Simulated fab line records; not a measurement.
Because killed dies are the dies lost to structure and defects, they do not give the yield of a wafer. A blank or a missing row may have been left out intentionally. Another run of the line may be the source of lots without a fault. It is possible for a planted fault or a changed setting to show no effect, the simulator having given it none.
Chamber matching	flow n5-finfet	N5_BEOL_M15_DESCUM_33 on rie-diel-01 has 4 sister chambers
The step chemistry O2, time 7.9 s. 16 wafers are shown with their chamber, then 8 later ones without.

WAFERS WITH THEIR CHAMBER
wafer	chamber	throttle-valve-pct (%)	drypump-motor-current-A (A)	oes-product-au (a.u.)
L074.3	2	20.58	6.0	0.70
L074.4	0	19.89	6.2	0.89
L074.6	2	20.59	6.0	0.70
L077.2	2	20.59	6.0	0.70
L077.5	2	20.58	6.0	0.69
L077.6	3	20.37	5.9	0.70
L081.2	0	19.91	6.2	0.87
L081.3	1	20.60	6.0	0.86
L081.5	2	20.60	6.0	0.69
L086.2	1	20.62	6.1	0.85
L086.5	3	20.39	5.9	0.69
L086.6	0	19.91	6.2	0.87
L087.2	1	20.62	6.1	0.84
L087.3	2	20.60	6.0	0.68
L087.6	1	20.64	6.1	0.85
L089.2	0	19.94	6.2	0.85

SIGNATURES (averages over the wafers above)
reading	chamber 0	chamber 1	chamber 2	chamber 3	scatter within a chamber
throttle-valve-pct	19.9125	20.6200	20.5900	20.3800	0.0149
drypump-motor-current-A	6.200	6.075	6.000	5.900	0.025
oes-product-au	0.8700	0.8500	0.6933	0.6950	0.0107
Rule: distance of a wafer from a chamber = root of the sum over the readings of ((wafer's reading minus chamber's mean) / reading's scatter) squared. If the next closest chamber is less than 2 further off than the closest, the wafer can't be placed; otherwise it belongs to the closest. The scatter: the root of (the sum of the squares of (reading less its chamber's mean) over the shown wafers, divided by (wafers less chambers)).

WAFERS WITH NO CHAMBER GIVEN
wafer	throttle-valve-pct (%)	drypump-motor-current-A (A)	oes-product-au (a.u.)
L089.4	20.63	6.0	0.68
L089.6	20.63	6.0	0.68
L091.1	20.65	6.1	0.83
L091.2	19.94	6.2	0.84
L091.4	19.94	6.2	0.85
L096.4	19.96	6.2	0.84
L096.5	19.95	6.2	0.84
L096.6	20.67	6.1	0.82

CHAMBER TAKEN BY EACH
wafer	from the rows above	in truth
L089.4	2	2
L089.6	2	2
L091.1	1	1
L091.2	0	0
L091.4	0	0
L096.4	0	0
L096.5	0	0
L096.6	1	1
Correct placement for 8 of the 8. Not placeable from these rows: 0. Wrongly placed: 0.
